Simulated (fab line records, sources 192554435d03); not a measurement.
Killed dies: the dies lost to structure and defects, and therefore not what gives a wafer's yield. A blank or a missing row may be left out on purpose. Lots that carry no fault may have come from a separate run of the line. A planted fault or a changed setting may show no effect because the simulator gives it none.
Matching of chambers ; flow n5_finfet ; N5_BEOL_M5_ETCH_67 on rie_diel-04 has 4 sister chambers
The step etches SiARC in CF4, target depth 15.6 nm, time 26 s. 4 wafers are shown with their chamber, then 9 later ones without.

EACH WAFER AND ITS CHAMBER
wafer;chamber;showerhead_plenum_p_Torr (Torr)
L078.4;1;2.19
L088.2;3;2.26
L088.4;0;2.02
L088.5;2;2.13

WAFERS WHOSE CHAMBER IS MISSING
wafer;showerhead_plenum_p_Torr (Torr)
L089.4;2.26
L089.5;2.02
L089.6;2.19
L095.1;2.25
L095.4;2.26
L095.5;2.12
L097.2;2.12
L097.3;2.18
L097.5;2.18

WHICH CHAMBER EACH ONE RAN IN
wafer;from the rows above;in truth
L089.4;3;3
L089.5;0;0
L089.6;1;1
L095.1;3;3
L095.4;3;3
L095.5;2;2
L097.2;2;2
L097.3;1;1
L097.5;1;1
9 of 9 placed correctly. Can't be placed from these rows: 0. Number placed wrongly: 0.
How it was worked out, from the rows above alone: a wafer's distance from a chamber is the root of the sum, over the readings, of the square of ((its reading less the chamber's mean) divided by the reading's scatter). If the next closest chamber is less than 2 further off than the closest, the wafer can't be placed; otherwise it belongs to the closest. For every chamber, the mean is computed from those of its wafers that are shown. The scatter (one wafer shown for each chamber): square how far every hidden wafer sits from the nearest shown wafer, average those squares and take the square root.
